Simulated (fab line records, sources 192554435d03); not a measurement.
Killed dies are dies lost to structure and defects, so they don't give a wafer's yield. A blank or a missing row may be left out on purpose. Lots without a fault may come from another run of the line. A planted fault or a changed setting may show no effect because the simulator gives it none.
Split-lot experiment | flow n5_finfet | 7 lots, 21 wafers read, on a route of 1938 steps

THE SPLIT
At N5_FIN_CUT_COAT_18 (time 60 s, resist thk 230 nm), the setting spin_rpm was moved away from the recipe's 1500 rpm on 6 of the 21 wafers read, by -11.2% to +9.5%. The other wafers ran this setting at the recipe's value.

FROM THE SPLIT TO THE READING: what the file shows between them, 5 steps
- N5_FIN_CUT_COAT_19: time 60 s, resist thk 20 nm (also split here: time_s)
- N5_FIN_CUT_COAT_29: time 60 s, resist thk 10 nm
- N5_FIN_CUT_COAT_02: resist thk 30 nm
- N5_FIN_CUT_ETCH_30: etches underlayer in N2/H2, target depth 13 nm, time 10.4 s
- N5_FIN_CUT_ETCH_20: etches SiARC in CF4, target depth 26 nm, time 43.3 s

THE READING
etch.depth_nm (the simulator's own value, which no gauge read), in nm, at N5_FIN_CUT_ETCH_21 (etches SOC in N2/H2, target depth 219 nm, overetch 43.8 nm, time 523.5 s). The file gives no usual value for it. The 15 wafers here that ran the recipe average 230.3 nm, standard deviation 0.66 nm.

wafer  | tool, chamber at the split | spin_rpm as run, rpm | against the recipe | etch.depth_nm, nm | against lot-mates on the recipe
L076.4 | litho_track-02, 0          | 1500                 | recipe             | 231.3             | -
L076.5 | litho_track-02, 0          | 1500                 | recipe             | 231.3             | -
L076.6 | litho_track-02, 0          | 1500                 | recipe             | 231.5             | -
L077.1 | litho_track-03, 0          | 1500                 | recipe             | 229.4             | -
L077.2 | litho_track-03, 0          | 1500                 | recipe             | 229.4             | -
L077.6 | litho_track-03, 0          | 1500                 | recipe             | 229.9             | -
L084.1 | litho_track-03, 0          | 1332                 | -11.2%             | 244.6             | +14.2
L084.2 | litho_track-03, 0          | 1332                 | -11.2%             | 243.9             | +13.5
L084.3 | litho_track-03, 0          | 1500                 | recipe             | 230.4             | -
L085.3 | litho_track-02, 0          | 1500                 | recipe             | 230.2             | -
L085.5 | litho_track-02, 0          | 1500                 | recipe             | 230.8             | -
L085.6 | litho_track-02, 0          | 1582                 | +5.5%              | 224.7             | -5.8
L090.1 | litho_track-04, 0          | 1500                 | recipe             | 229.6             | -
L090.2 | litho_track-04, 0          | 1500                 | recipe             | 229.7             | -
L090.4 | litho_track-04, 0          | 1642                 | +9.5%              | 220.2             | -9.4
L093.3 | litho_track-02, 0          | 1377                 | -8.2%              | 239.8             | +9.5
L093.5 | litho_track-02, 0          | 1500                 | recipe             | 230.2             | -
L093.6 | litho_track-02, 0          | 1500                 | recipe             | 230.5             | -
L097.1 | litho_track-04, 0          | 1500                 | recipe             | 230.2             | -
L097.2 | litho_track-04, 0          | 1500                 | recipe             | 230               | -
L097.5 | litho_track-04, 0          | 1402                 | -6.5%              | 237.5             | +7.4

THE FIT
A straight line over all 21 wafers: etch.depth_nm changes by -1.17 nm for each +1% of spin_rpm; r = -0.99; the points scatter about the line by 0.71 nm.
The same after taking each lot's own level away (the mean of its wafers on the recipe; 21 wafers): -1.15 nm for each +1%; r = -1.00; scatter 0.47 nm.
On that fit, the largest move of spin_rpm shifts the reading by 13 nm.
The lots' own levels span 229.57 to 231.37 nm, that is 2.7 times the standard deviation above.
So the lot-to-lot level changes the slope little: the two slopes agree.
Check: with one of the wafers moved furthest among these (-11.2%) left out of the fit, the line predicts +12.7 nm for it against its lot-mates. It came out at +14.2 nm against them.

OTHER SPLITS ON THESE WAFERS
These wafers also went through other splits before the reading. Each is held against what the fit with the lots' levels taken away leaves over:
other split on the same wafers | wafers away from the commonest value | r with etch.depth_nm (lot level and that fit taken away)
N5_WELL_APT_COAT_02 spin_rpm   | 5                                    | +0.30
N5_WELL_APT_PEB_06 peb_time_s  | 6                                    | -0.22
N5_FIN_SAQP_HM_DEP_03 time_s   | 2                                    | -0.31
N5_FIN_SAQP_COAT_10 spin_rpm   | 8                                    | +0.03
N5_FIN_CUT_COAT_19 time_s      | 8                                    | -0.27

THE WHOLE CHAIN: every reading that the file lists as answering this split, in the file's order
step               | what it does                                                             | reading                                                                        | change (the file's fit)              | r (the file's)
N5_FIN_CUT_COAT_18 | time 60 s, resist thk 230 nm                                             | SOC_of_FIN_CUT_COAT_18.thk_nm (the simulator's own value, which no gauge read) | -1.14 nm for each +1% of the setting | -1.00
N5_FIN_CUT_ETCH_21 | etches SOC in N2/H2, target depth 219 nm, overetch 43.8 nm, time 523.5 s | etch.depth_nm (the simulator's own value, which no gauge read)                 | -1.14 nm for each +1% of the setting | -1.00

THE FILE'S OWN FIT
etch.depth_nm changes by -1.14 nm for each +1% of spin_rpm, r = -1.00.
